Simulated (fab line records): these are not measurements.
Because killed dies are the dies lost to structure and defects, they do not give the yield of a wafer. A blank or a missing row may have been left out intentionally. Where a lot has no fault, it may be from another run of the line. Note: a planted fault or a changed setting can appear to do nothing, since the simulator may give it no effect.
Matching of chambers ; flow n5Finfet ; aldSin-03 running N5_SPACER0_ALD_07: 4 sister chambers
The step deposits SiNx, target thk 2 nm. 8 wafers are shown with their chamber, then 7 later ones without.

== WAFERS, EACH WITH ITS CHAMBER ==
wafer;chamber;heaterPowerW (W)
L347.1;1;843
L352.1;3;823
L352.2;2;874
L353.2;2;880
L353.3;0;764
L353.4;3;827
L354.3;1;830
L354.4;0;771

== WAFERS MISSING THEIR CHAMBER ==
wafer;heaterPowerW (W)
L354.5;763
L355.2;896
L355.3;776
L355.5;909
L356.2;902
L356.4;770
L356.6;899

== EACH ONE'S CHAMBER ==
wafer;from the rows above;in truth
L354.5;0;0
L355.2;2;2
L355.3;0;0
L355.5;2;2
L356.2;2;2
L356.4;0;0
L356.6;2;2
Placed correctly: 7 of 7. Number that these rows cannot place: 0. Wrongly placed: 0.
How it was worked out, from the rows above alone: a wafer's distance from a chamber is the root of the sum, over the readings, of the square of ((its reading less the chamber's mean) divided by the reading's scatter). If the next closest chamber is less than 2 further off than the closest, the wafer can't be placed; otherwise it belongs to the closest. For every chamber, the mean is computed from those of its wafers that are shown. The scatter: the root of (the sum of the squares of (reading less its chamber's mean) over the shown wafers, divided by (wafers less chambers)).
